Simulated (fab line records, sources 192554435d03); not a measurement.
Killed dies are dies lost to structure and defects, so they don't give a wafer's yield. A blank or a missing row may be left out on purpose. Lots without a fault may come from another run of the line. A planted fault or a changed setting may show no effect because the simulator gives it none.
Tool commonality check | flow n5_finfet | 10 lots, 30 wafers sampled

WHY IT WAS OPENED
At N5_BEOL_M4_RC_MEAS_101 the reading IOFF_N is flagged on 1 of 10 lots. Wafers without a fault read 0.16 nA/um, standard deviation 0.031.
Rule: a lot is flagged when every wafer of it that has a number lies more than 4 standard deviations from that mean, or none has a number. The other lots count as sound.

lot  | measured     | on        | IOFF_N (nA/um), wafer by wafer | flag
L147 | day 8 07:15  | prober-02 | 0.17 0.16 0.17                 |
L148 | day 8 07:31  | prober-01 | 0.15 0.21 0.16                 |
L152 | day 9 10:52  | prober-01 | 0.20 0.17 0.19                 |
L155 | day 10 12:10 | prober-01 | 0.17 0.14 0.14                 |
L157 | day 10 18:57 | prober-01 | 0.14 0.14 0.14                 |
L161 | day 11 13:50 | prober-02 | 0.18 0.16 0.17                 |
L163 | day 12 10:47 | prober-01 | 10.18 12.52 20.59              | FLAGGED
L165 | day 12 17:00 | prober-01 | 0.15 0.14 0.20                 |
L169 | day 13 13:10 | prober-02 | 0.11 0.26 0.18                 |
L170 | day 13 22:20 | prober-02 | 0.16 0.17 0.21                 |
The numbers of the flagged lots are 14.43 nA/um on average: +14.27 nA/um against the usual, or +99 or more standard deviations.

WHICH TOOL RAN EACH LOT
The record holds 4 process steps before the reading, out of a route of 1938 steps. In each cell: the tool, then ch and the chambers that the sampled wafers went through, then the start.
lot  | flag    | N5_BEOL_M1_SPUTTER_48        | N5_BEOL_M4_SPUTTER_79        | N5_BEOL_M4_ANNEAL_87         | N5_BEOL_M4_ANNEAL_89
L147 |         | pvd_sputter-02, day 6 11:26  | pvd_sputter-03, day 8 04:37  | pvd_sputter-03, day 8 05:08  | pvd_sputter-03, day 8 05:21
L148 |         | pvd_sputter-01, day 6 15:29  | pvd_sputter-01, day 8 04:43  | pvd_sputter-01, day 8 05:14  | pvd_sputter-01, day 8 05:28
L152 |         | pvd_sputter-01, day 7 13:02  | pvd_sputter-02, day 9 08:11  | pvd_sputter-02, day 9 08:42  | pvd_sputter-02, day 9 08:55
L155 |         | pvd_sputter-01, day 8 12:13  | pvd_sputter-01, day 10 08:23 | pvd_sputter-01, day 10 08:54 | pvd_sputter-01, day 10 09:07
L157 |         | pvd_sputter-03, day 9 03:47  | pvd_sputter-03, day 10 16:13 | pvd_sputter-03, day 10 16:44 | pvd_sputter-03, day 10 16:58
L161 |         | pvd_sputter-02, day 9 23:55  | pvd_sputter-02, day 11 11:07 | pvd_sputter-02, day 11 11:38 | pvd_sputter-02, day 11 11:52
L163 | FLAGGED | pvd_sputter-01, day 10 11:01 | pvd_sputter-03, day 12 08:00 | pvd_sputter-03, day 12 08:31 | pvd_sputter-03, day 12 08:44
L165 |         | pvd_sputter-03, day 10 20:32 | pvd_sputter-03, day 12 14:09 | pvd_sputter-03, day 12 14:40 | pvd_sputter-03, day 12 14:53
L169 |         | pvd_sputter-03, day 11 19:50 | pvd_sputter-02, day 13 10:19 | pvd_sputter-02, day 13 10:50 | pvd_sputter-02, day 13 11:04
L170 |         | pvd_sputter-02, day 12 10:11 | pvd_sputter-01, day 13 19:23 | pvd_sputter-01, day 13 19:55 | pvd_sputter-01, day 13 20:08
What these steps do:
- N5_BEOL_M1_SPUTTER_48: material Cu, target thk 4.5 nm, time 8.29 s.
- N5_BEOL_M4_SPUTTER_79: material Cu, target thk 4.5 nm, time 8.29 s.
- N5_BEOL_M4_ANNEAL_87: time 240 s.
- N5_BEOL_M4_ANNEAL_89: time 240 s.
- N5_BEOL_M4_RC_MEAS_101

FLAGGED OVER TOTAL, TOOL BY TOOL (the gauges that took the reading come last)
step                   | tool           | lots run | flagged | share of the flagged lots | sound lots run after its first flagged lot
N5_BEOL_M1_SPUTTER_48  | pvd_sputter-01 | 4        | 1       | all                       | 0
N5_BEOL_M1_SPUTTER_48  | pvd_sputter-02 | 3        | 0       | none                      | -
N5_BEOL_M1_SPUTTER_48  | pvd_sputter-03 | 3        | 0       | none                      | -
N5_BEOL_M4_SPUTTER_79  | pvd_sputter-01 | 3        | 0       | none                      | -
N5_BEOL_M4_SPUTTER_79  | pvd_sputter-02 | 3        | 0       | none                      | -
N5_BEOL_M4_SPUTTER_79  | pvd_sputter-03 | 4        | 1       | all                       | 1 (L165)
N5_BEOL_M4_ANNEAL_87   | pvd_sputter-01 | 3        | 0       | none                      | -
N5_BEOL_M4_ANNEAL_87   | pvd_sputter-02 | 3        | 0       | none                      | -
N5_BEOL_M4_ANNEAL_87   | pvd_sputter-03 | 4        | 1       | all                       | 1 (L165)
N5_BEOL_M4_ANNEAL_89   | pvd_sputter-01 | 3        | 0       | none                      | -
N5_BEOL_M4_ANNEAL_89   | pvd_sputter-02 | 3        | 0       | none                      | -
N5_BEOL_M4_ANNEAL_89   | pvd_sputter-03 | 4        | 1       | all                       | 1 (L165)
N5_BEOL_M4_RC_MEAS_101 | prober-01      | 6        | 1       | all                       | 1 (L165)
N5_BEOL_M4_RC_MEAS_101 | prober-02      | 4        | 0       | none                      | -

WHAT THE TABLE ALLOWS
5 rows of the table ran every flagged lot: pvd_sputter-01 at N5_BEOL_M1_SPUTTER_48, pvd_sputter-03 at N5_BEOL_M4_SPUTTER_79, pvd_sputter-03 at N5_BEOL_M4_ANNEAL_87, pvd_sputter-03 at N5_BEOL_M4_ANNEAL_89, prober-01 at N5_BEOL_M4_RC_MEAS_101.
- pvd_sputter-01 at N5_BEOL_M1_SPUTTER_48: 1 of its 4 lots flagged. Its last sound lot is L155 (day 8 12:13), its first flagged lot L163 (day 10 11:01): a fault that began between those two fits.
- pvd_sputter-03 at N5_BEOL_M4_SPUTTER_79: 1 of its 4 lots flagged. Sound lots ran on it after the first flagged one (L165), which a lasting fault on the whole tool wouldn't allow.
- pvd_sputter-03 at N5_BEOL_M4_ANNEAL_87: 1 of its 4 lots flagged. Sound lots ran on it after the first flagged one (L165), which a lasting fault on the whole tool wouldn't allow.
- pvd_sputter-03 at N5_BEOL_M4_ANNEAL_89: 1 of its 4 lots flagged. Sound lots ran on it after the first flagged one (L165), which a lasting fault on the whole tool wouldn't allow.
- prober-01 at N5_BEOL_M4_RC_MEAS_101: 1 of its 6 lots flagged. Sound lots ran on it after the first flagged one (L165), which a lasting fault on the whole tool wouldn't allow.
One tool is left: pvd_sputter-01 at N5_BEOL_M1_SPUTTER_48.

WHAT THE SIMULATOR HAD PUT IN
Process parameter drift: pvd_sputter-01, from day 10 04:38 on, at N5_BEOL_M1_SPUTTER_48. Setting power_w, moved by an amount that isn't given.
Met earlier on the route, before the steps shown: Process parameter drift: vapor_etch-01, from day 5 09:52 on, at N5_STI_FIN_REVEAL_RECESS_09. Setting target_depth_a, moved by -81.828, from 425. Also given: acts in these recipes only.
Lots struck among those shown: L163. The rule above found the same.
